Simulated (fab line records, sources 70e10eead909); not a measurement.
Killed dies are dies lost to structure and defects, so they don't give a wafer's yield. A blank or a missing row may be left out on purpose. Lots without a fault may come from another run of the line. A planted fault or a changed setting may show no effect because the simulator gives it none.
A struck lot beside a sound one | flow nand_harc | 14 steps out of a route of 1302
Sound: wafers L879.2, L879.3, L879.6. Struck: wafer L890.3. (L890.1, L890.5 of the same lot were not struck and are left out.) The cause comes at the end.
At each step with rows: each side's tool, then ch and its chambers, then its first start. Under that, the readings that differ: sound wafers | struck wafers | difference of the means | sigmas: that difference in standard deviations of wafers without a fault.
alike: readings whose means differ by less than 2 such deviations, and words and numbers that are the same on both sides. not compared: withheld readings, readings that some wafer has no value for, bounds like >300 that may hide the same value, and numbers for which the record gives no deviation and whose values overlap.
The two part at a step that has a row with sigmas, a row that says differs or no value, or rows on one side only. Numbers that don't overlap but have no deviation are shown without sigmas and don't part them. A reading that every wafer of one side lacks parts them only if that side has two wafers or more.

first, 1 step without rows for these wafers: NHARC_A_WL_FILL_ANNEAL_08 (time 1800 s).
NHARC_A_WL_FILL_ALD_10: deposits SiO2, target thk 50 nm, pulse time 10 s, ald cycles 500.
  sound on ald_hk-03 ch 0,2, day 21 14:39; struck on ald_hk-02 ch 1, day 26 06:01
  alike: heater_power_outer_w, heater_power_w, precursor_pulse_height_rel
  not compared: ald_cycles
then, 1 step without rows for these wafers: NHARC_A_WL_FILL_ETCHBACK_16 (etches the open film in C4F8/O2/Ar, target depth 120 nm, time 24 s).
NHARC_A_WL_FILL_STRIP_29: strips in O2, time 20 s.
  sound on rie_diel-05 ch 1,2, day 21 19:21; struck on rie_diel-05 ch 1, day 26 09:11
  alike: drypump_motor_current_A, oes_product_au, rf_vpp_V, showerhead_plenum_p_Torr, throttle_valve_pct
  not compared: rf_hours_counter_h
NHARC_A_WL_FILL_ETCHBACK_17: etches the open film in Cl2/BCl3, target depth 4 nm, time 26.7 s.
  sound on rie_metal-02 ch 0,1, day 21 19:28; struck on rie_metal-01 ch 0, day 26 09:17
  reading               | sound             | struck | difference | sigmas
  oes_product_au (a.u.) | 0.998 1.000 1.007 | 0.979  | -0.023     | -2
  alike: drypump_motor_current_A
  not compared: rf_hours_counter_h
then, 3 steps without rows for these wafers: NHARC_A_WL_FILL_PRECLEAN_18 (cleans in dHF, time 30 s); NHARC_A_WL_FILL_SRD_21; NHARC_A_WL_FILL_CVD_23 (deposits poly-Si, target thk 40 nm, time 800 s).
NHARC_A_WL_FILL_ETCHBACK_26: etches the open film in HBr, target depth 52 nm, time 13.3 s.
  sound on rie_si-03 ch 2,3, day 22 00:40; struck on rie_si-01 ch 3, day 26 14:23
  alike: bias_w, drypump_motor_current_A, oes_product_au, rf_fwd_power_W, throttle_valve_pct
  not compared: rf_hours_counter_h
then, 2 steps without rows for these wafers: NHARC_A_WL_FILL_PRECLEAN_30 (cleans in dHF, time 10 s); NHARC_A_WL_FILL_SRD_14.
NHARC_A_WL_FILL_ALD_19: deposits TiN, target thk 2 nm, pulse time 3 s, ald cycles 100.
  sound on ald_metal-02 ch 0,1, day 22 00:57; struck on ald_metal-04 ch 0, day 26 14:42
  reading    | sound       | struck | difference | sigmas
  ald_cycles | 100 100 100 | 51     | -49        |
  alike: heater_power_outer_w, heater_power_w, precursor_pulse_height_rel
NHARC_A_WL_FILL_CVD_20: deposits W, target thk 100 nm, time 74 s.
  sound on cvd_w-01 ch 1; struck on cvd_w-01 ch 1
  reading                | sound          | struck | difference | sigmas
  throttle_valve_pct (%) | 7.94 8.06 8.10 | 7.61   | -0.42      | -2
  alike: heater_power_outer_w, heater_power_w
-- the record jumps here: 3 days lie between the struck wafers' starts before and after (it left off in module A_WL_FILL and takes up again in module END, whose first step shown is number 1302 of the route) --
NHARC_END_SORT_01:
  the record has rows for the struck wafers here (prober-01 ch 0, day 29 23:50) and none for the sound ones

WHERE THEY PART
First at NHARC_A_WL_FILL_ETCHBACK_17; last, within this record, at NHARC_END_SORT_01.

WHY: what the simulator had put in
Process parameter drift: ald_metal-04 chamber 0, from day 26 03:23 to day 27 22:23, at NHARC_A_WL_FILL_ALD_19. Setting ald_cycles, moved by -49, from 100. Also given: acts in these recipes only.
